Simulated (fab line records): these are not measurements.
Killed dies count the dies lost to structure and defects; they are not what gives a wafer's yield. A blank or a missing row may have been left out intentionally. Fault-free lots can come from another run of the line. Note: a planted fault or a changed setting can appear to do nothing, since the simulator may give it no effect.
Chamber matching	flow nand_harc	rie_diel-06 running NHARC_A_CHANNEL_HOLE_D1_ETCH_44: 4 sister chambers
The step etches the open film in CF4/O2, target depth 140 nm, overetch 14 nm, time 77 s. 4 wafers are shown with their chamber, then 7 later ones without.

WAFERS PAIRED WITH THEIR CHAMBERS
wafer	chamber	oes_product_au (a.u.)
L478.3	0	1.017
L478.4	2	0.984
L482.1	1	1.006
L482.2	3	1.008

WAFERS MISSING THEIR CHAMBER
wafer	oes_product_au (a.u.)
L482.6	1.027
L485.1	1.009
L485.4	1.015
L485.5	1.014
L492.3	1.015
L492.5	0.996
L492.6	1.018

WHICH CHAMBER EACH ONE RAN IN
wafer	from the rows above	in truth
L482.6	can't be placed: 0 or 3 or 1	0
L485.1	can't be placed: 3 or 1 or 0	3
L485.4	can't be placed: 0 or 3 or 1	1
L485.5	can't be placed: 0 or 3 or 1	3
L492.3	can't be placed: 0 or 3 or 1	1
L492.5	can't be placed: 1 or 2 or 3 or 0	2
L492.6	can't be placed: 0 or 3 or 1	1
0 of 7 placed correctly. From these rows, 7 cannot be placed; in 7 the true chamber is one of the candidates. Number placed wrongly: 0.
How it was worked out, from the rows above alone: a wafer's distance from a chamber is the root of the sum, over the readings, of the square of ((its reading less the chamber's mean) divided by the reading's scatter). If the next closest chamber is less than 2 further off than the closest, the wafer can't be placed; otherwise it belongs to the closest. For every chamber, the mean is computed from those of its wafers that are shown. The scatter (one wafer shown for each chamber): square how far every hidden wafer sits from the nearest shown wafer, average those squares and take the square root.
